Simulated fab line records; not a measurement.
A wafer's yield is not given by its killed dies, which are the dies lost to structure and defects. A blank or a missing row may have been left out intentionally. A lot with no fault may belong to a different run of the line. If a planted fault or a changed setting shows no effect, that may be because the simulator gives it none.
Which tool is to blame?	flow nand-harc	14 lots with 42 wafers sampled at 5 steps, on a route of 1302 steps

WHAT THE GAUGES SHOWED, per wafer
NHARC_P_STI_INSPECT_25.
lot	measured	on	raw-defect-count
L108	day 4 07:37	defect-inspect-02	109 115 172
L109	day 4 13:08	defect-inspect-02	181 303 331
L110	day 4 20:11	defect-inspect-01	194 154 153
L114	day 6 12:19	defect-inspect-01	229 396 259
L118	day 8 06:27	defect-inspect-01	140 120 212
L122	day 10 00:54	defect-inspect-02	185 240 216
L124	day 10 14:22	defect-inspect-01	253 237 140
L125	day 11 00:20	defect-inspect-01	138 223 128
L126	day 11 14:14	defect-inspect-01	133 250 169
L127	day 11 22:14	defect-inspect-01	226 232 140
L128	day 12 10:45	defect-inspect-01	292 313 262
L129	day 12 10:45	defect-inspect-02	256 188 172
L130	day 12 23:34	defect-inspect-02	218 200 166
L131	day 13 10:14	defect-inspect-01	181 205 203

NHARC_P_GATE_CD_MEAS_59: the cd target is 720 nm.
lot	measured	on	cd-nm (nm)
L108	day 5 22:31	cd-sem-01	719.1 721.6 720.0
L109	day 6 22:53	cd-sem-02	719.3 719.8 718.3
L110	day 6 21:47	cd-sem-03	720.3 719.2 720.6
L114	day 8 00:49	cd-sem-02	719.3 719.3 720.4
L118	day 9 23:06	cd-sem-01	720.9 721.1 720.8
L122	day 11 13:42	cd-sem-03	719.7 717.2 718.4
L124	day 12 10:02	cd-sem-03	721.1 718.7 721.1
L125	day 12 13:40	cd-sem-03	721.4 720.8 722.1
L126	day 13 02:08	cd-sem-03	718.7 718.2 719.9
L127	day 13 12:27	cd-sem-02	719.9 718.0 719.9
L128	day 14 00:05	cd-sem-02	717.7 719.1 720.3
L129	day 13 23:25	cd-sem-02	721.2 718.5 718.4
L130	day 14 11:26	cd-sem-02	718.2 719.1 719.7
L131	day 15 01:46	cd-sem-02	718.3 718.7 719.0

NHARC_END_SORT_01.
lot	measured	on	killed-at-array	killed-at-other	killed-at-periphery	killed-dies	killed-open	killed-short
L108	day 24 23:42	prober-02	52 39 47	2 1 0	623 637 630	677 677 677	2 2 4	6 2 2
L109	day 24 08:28	prober-02	80 77 88	5 1 8	592 599 581	677 677 677	5 3 2	2 0 2
L110	day 24 09:13	prober-01	81 81 70	2 0 0	594 596 607	677 677 677	1 1 5	2 4 6

WHICH TOOL RAN EACH LOT (tool, then ch and the chambers of the sampled wafers, then the start)
lot	NHARC_P_ZERO_WELL_RTA_42	NHARC_P_GATE_OXIDE_02
L108	rtp-anneal-02 ch 0, day 2 02:47	furnace-03 ch 0, day 4 12:38
L109	rtp-anneal-01 ch 0, day 2 14:16	furnace-07 ch 0, day 4 16:30 and furnace-01 ch 0, day 4 22:32
L110	rtp-anneal-01 ch 0, day 2 23:07	furnace-07 ch 0, day 5 00:51
L114	rtp-anneal-02 ch 0, day 4 15:26	furnace-07 ch 0, day 6 15:41
L118	rtp-anneal-01 ch 0, day 6 08:28	furnace-03 ch 0, day 8 10:10
L122	rtp-anneal-02 ch 0, day 7 23:10	furnace-07 ch 0, day 10 04:16
L124	rtp-anneal-01 ch 0, day 8 18:58	furnace-01 ch 0, day 10 17:52
L125	rtp-anneal-02 ch 0, day 9 05:07	furnace-01 ch 0, day 11 03:53
L126	rtp-anneal-02 ch 0, day 9 15:01	furnace-07 ch 0, day 11 17:35
L127	rtp-anneal-02 ch 0, day 10 00:43	furnace-01 ch 0, day 12 01:43
L128	rtp-anneal-01 ch 0, day 10 10:46	furnace-07 ch 0, day 12 14:07
L129	rtp-anneal-01 ch 0, day 10 21:14	furnace-07 ch 0, day 12 14:07
L130	rtp-anneal-01 ch 0, day 11 07:05	furnace-07 ch 0, day 13 02:55
L131	rtp-anneal-01 ch 0, day 11 16:58	furnace-01 ch 0, day 13 13:44
- NHARC_P_ZERO_WELL_RTA_42: time 300 s.
- NHARC_P_GATE_OXIDE_02: material SiO2, target thk 37.5 nm, ox time 365 s.

AS READ BY THE TOOLS THEMSELVES (means over the sampled wafers that have a number; for cases with no such wafer, the mark the record gives instead)
NHARC_P_ZERO_WELL_RTA_42.
lot	tool	lamp-power-pct (%)	wafer_temp_C_max
L108	rtp-anneal-02	39.2	1108.5
L109	rtp-anneal-01	35.2	1103.7
L110	rtp-anneal-01	35.3	1104.0
L114	rtp-anneal-02	39.3	1106.8
L118	rtp-anneal-01	35.3	1103.6
L122	rtp-anneal-02	39.3	1105.9
L124	rtp-anneal-01	35.3	1103.7
L125	rtp-anneal-02	39.3	1108.0
L126	rtp-anneal-02	39.3	1107.0
L127	rtp-anneal-02	39.3	1107.3
L128	rtp-anneal-01	35.3	1103.3
L129	rtp-anneal-01	35.3	1103.2
L130	rtp-anneal-01	35.2	1104.1
L131	rtp-anneal-01	35.2	1104.7

NHARC_P_GATE_OXIDE_02.
lot	tool	spike-tc-centre-C (C)	spike-tc-upper-C (C)	zone-power-bottom-pct (%)
L108	furnace-03	950.7	950.6	33.4
L109	furnace-07/furnace-01	950.8	949.4	29.3
L110	furnace-07	950.8	950.1	27.9
L114	furnace-07	951.6	949.6	27.9
L118	furnace-03	951.5	950.5	33.4
L122	furnace-07	950.9	950.3	27.6
L124	furnace-01	949.7	948.5	30.7
L125	furnace-01	950.5	950.0	30.8
L126	furnace-07	951.2	950.1	28.2
L127	furnace-01	950.0	949.6	30.4
L128	furnace-07	952.2	949.0	27.7
L129	furnace-07	950.5	949.5	27.8
L130	furnace-07	950.9	950.9	27.7
L131	furnace-01	951.7	949.6	30.9

THE ANSWER, worked out from the rows above alone
Rule: the usual values come from the lots themselves. Put in order of their means at a reading, lots are off if they are a third of the lots or fewer, leave a main group of 4 or more, and stand apart from it by a gap of 3 or more times the standard deviation of the main group's means; of several such gaps the widest counts. A main group is skipped when, at the precision printed for the reading in the tables above, its means are all equal. A lot without any number at a reading at which 4 lots or more have one is off too. The other lots that the step has rows for count as sound. The gauges are gone through in route order, then the tools' own readings, and for those a lot's mean is taken as printed above. The first step at which some lot is off is used, and at that step the reading that is off furthest; a lot without a number counts as furthest.
No lot is off at any reading shown: from this, nothing can be told.

WHAT HAD BEEN PUT IN BY THE SIMULATOR
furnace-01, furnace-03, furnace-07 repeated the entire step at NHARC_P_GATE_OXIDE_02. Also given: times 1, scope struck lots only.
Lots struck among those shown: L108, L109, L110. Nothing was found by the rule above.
